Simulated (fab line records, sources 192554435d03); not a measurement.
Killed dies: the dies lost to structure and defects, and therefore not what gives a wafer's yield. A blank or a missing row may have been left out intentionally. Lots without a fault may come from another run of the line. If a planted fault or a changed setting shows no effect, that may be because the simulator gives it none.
What tool caused it?	flow n5 finfet	27 wafers from 10 lots sampled at 5 of the route's 1938 steps

== WHAT THE GAUGES SHOWED, per wafer ==
N5_BEOL_M15_THK_MEAS_50: measures by xrf.
lot	measured	on	M15_THK (nm)
L684	day 12 04:28	film metro-02	883 864 852
L691	day 13 07:20	film metro-01	650 856
L690	day 13 13:46	film metro-02	645 850
L695	day 14 15:03	film metro-01	631 862
L697	day 15 09:09	film metro-02	851 860 863
L699	day 15 21:18	film metro-02	847 834 844
L702	day 16 04:49	film metro-02	851 855 855
L704	day 17 00:06	film metro-01	856 839 862
L705	day 17 13:07	film metro-02	848 865 859
L706	day 17 16:22	film metro-02	853 855 851

N5_BEOL_M15_RS_MEAS_54: measures by four-point-probe.
lot	measured	on	M15_RS (ohm/sq)
L684	day 12 04:35	film metro-02	0.02068 0.02131 0.0215
L691	day 13 07:28	film metro-02	0.02878 0.02165
L690	day 13 13:53	film metro-02	0.02905 0.02199
L695	day 14 15:11	film metro-01	0.02903 0.02101
L697	day 15 09:17	film metro-01	0.02155 0.02125 0.02118
L699	day 15 21:26	film metro-02	0.02149 0.02176 0.02155
L702	day 16 04:56	film metro-02	0.02178 0.02161 0.02155
L704	day 17 00:14	film metro-01	0.02153 0.02192 0.02139
L705	day 17 13:15	film metro-01	0.02163 0.02139 0.02146
L706	day 17 16:29	film metro-01	0.02143 0.02154 0.02156

== WHAT TOOL EACH LOT RAN ON (gives the tool, then ch and the chambers of the sampled wafers, and finally the start) ==
lot	N5_BEOL_M15_ETCH_61	N5_BEOL_M15_TRENCH_ETCH_34	N5_BEOL_M15_CMP_49
L684	rie diel-03 ch 0,1,3, day 12 01:48	rie diel-03 ch 0,1,3, day 12 01:51	cmp-04 ch 1,2,3, day 12 04:15
L691	rie diel-03 ch 1,2, day 13 05:00	rie diel-03 ch 1,2, day 13 05:04	cmp-04 ch 0,1, day 13 07:03
L690	rie diel-03 ch 0,2, day 13 08:59	rie diel-03 ch 0,2, day 13 09:02	cmp-04 ch 0,3, day 13 13:35
L695	rie diel-03 ch 1,3, day 14 09:52	rie diel-03 ch 1,3, day 14 09:55	cmp-03 ch 1, day 14 14:48
L697	rie diel-01 ch 1,2,3, day 15 05:18	rie diel-01 ch 1,2,3, day 15 05:21	cmp-04 ch 0,1, day 15 08:53
L699	rie diel-02 ch 0,2, day 15 17:52	rie diel-02 ch 0,2, day 15 17:55	cmp-02 ch 0,1,2, day 15 21:05
L702	rie diel-02 ch 1,2, day 16 01:44	rie diel-02 ch 1,2, day 16 01:48	cmp-03 ch 1,2, day 16 04:34
L704	rie diel-03 ch 1,2,3, day 16 20:24	rie diel-03 ch 1,2,3, day 16 20:27	cmp-02 ch 2,3, day 16 23:50
L705	rie diel-02 ch 0,1,2, day 17 05:50	rie diel-02 ch 0,1,2, day 17 05:53	cmp-04 ch 1,2, day 17 12:52
L706	rie diel-01 ch 0,1,3, day 17 14:07	rie diel-01 ch 0,1,3, day 17 14:10	cmp-03 ch 0,3, day 17 16:04
- N5_BEOL_M15_ETCH_61: etches BARC in N2/H2, target depth 89 nm, overetch 26.7 nm, time 67.9 s.
- N5_BEOL_M15_TRENCH_ETCH_34: etches SiO2 in C4F8/O2/Ar, target depth 872.93 nm, time 199 s.
- N5_BEOL_M15_CMP_49: polishes, stops on SiO2, t overpolish 4.9 s, target thk 850 nm.

== AS READ BY THE TOOLS THEMSELVES (means over the sampled wafers that have a number; for cases with no such wafer, the mark the record gives instead) ==
N5_BEOL_M15_ETCH_61.
lot	tool	drypump motor current A (A)	oes product au (a.u.)	rf vpp V (V)	showerhead plenum p Torr (Torr)	throttle valve pct (%)
L684	rie diel-03	6.0	0.70	524.4	2.56	17.70
L691	rie diel-03	6.5	0.66	526.0	2.66	17.90
L690	rie diel-03	6.1	0.73	524.9	2.59	17.59
L695	rie diel-03	6.2	0.66	525.5	2.59	17.89
L697	rie diel-01	5.4	0.67	523.1	2.52	17.75
L699	rie diel-02	5.4	0.64	523.6	2.51	17.87
L702	rie diel-02	5.3	0.68	520.9	2.45	17.93
L704	rie diel-03	6.2	0.73	525.6	2.62	17.74
L705	rie diel-02	5.6	0.66	523.0	2.52	17.88
L706	rie diel-01	5.7	0.65	524.1	2.58	17.91

N5_BEOL_M15_TRENCH_ETCH_34.
lot	tool	drypump motor current A (A)	oes product au (a.u.)	rf vpp V (V)	showerhead plenum p Torr (Torr)	throttle valve pct (%)
L684	rie diel-03	6.0	0.83	2233	3.46	30.69
L691	rie diel-03	6.5	0.76	2217	3.56	30.81
L690	rie diel-03	6.0	0.85	2226	3.48	30.56
L695	rie diel-03	6.2	0.77	2228	3.50	30.85
L697	rie diel-01	5.4	0.78	2237	3.40	30.80
L699	rie diel-02	5.4	0.75	2211	3.39	30.84
L702	rie diel-02	5.3	0.80	2209	3.34	31.06
L704	rie diel-03	6.2	0.85	2221	3.53	30.74
L705	rie diel-02	5.7	0.78	2215	3.40	30.87
L706	rie diel-01	5.7	0.77	2240	3.49	31.01

N5_BEOL_M15_CMP_49.
lot	tool	motor current A (A)
L684	cmp-04	8.9
L691	cmp-04	8.2
L690	cmp-04	7.9
L695	cmp-03	8.8
L697	cmp-04	8.7
L699	cmp-02	8.0
L702	cmp-03	9.0
L704	cmp-02	7.6
L705	cmp-04	9.5
L706	cmp-03	8.1

== THE ANSWER, worked out from the rows above alone ==
Rule: usual is defined by the lots themselves. The widest of any qualifying gaps counts: lots, ordered by their means at a reading, are off when they make up no more than a third of the lots, leave a main group of 4 or more, and stand apart from it by 3 or more times the standard deviation of that group's means. A main group is skipped when, at the precision printed for the reading in the tables above, its means are all equal. Also off: a lot with no number at a reading for which 4 or more lots have one. Any other lot the step has rows for is counted as sound. Order of review: gauges by route order, followed by the tools' own readings, for which a lot's mean as printed above is used. At the first step where some lot is off, the reading lying furthest off is the one used; lots without a number count as furthest.
Off: L691, L690, L695, seen at N5_BEOL_M15_THK_MEAS_50 (M15_THK). The main group has a mean of 855 nm with a standard deviation of 6.9.
If a tool, at a process step before that reading, ran all the lots that are off and no sound lot after the first of them, it fits. Gauges at N5_BEOL_M15_THK_MEAS_50: tried the same way as those tools. No candidate that was tried fits.

== WHAT THE SIMULATOR HAD PUT IN ==
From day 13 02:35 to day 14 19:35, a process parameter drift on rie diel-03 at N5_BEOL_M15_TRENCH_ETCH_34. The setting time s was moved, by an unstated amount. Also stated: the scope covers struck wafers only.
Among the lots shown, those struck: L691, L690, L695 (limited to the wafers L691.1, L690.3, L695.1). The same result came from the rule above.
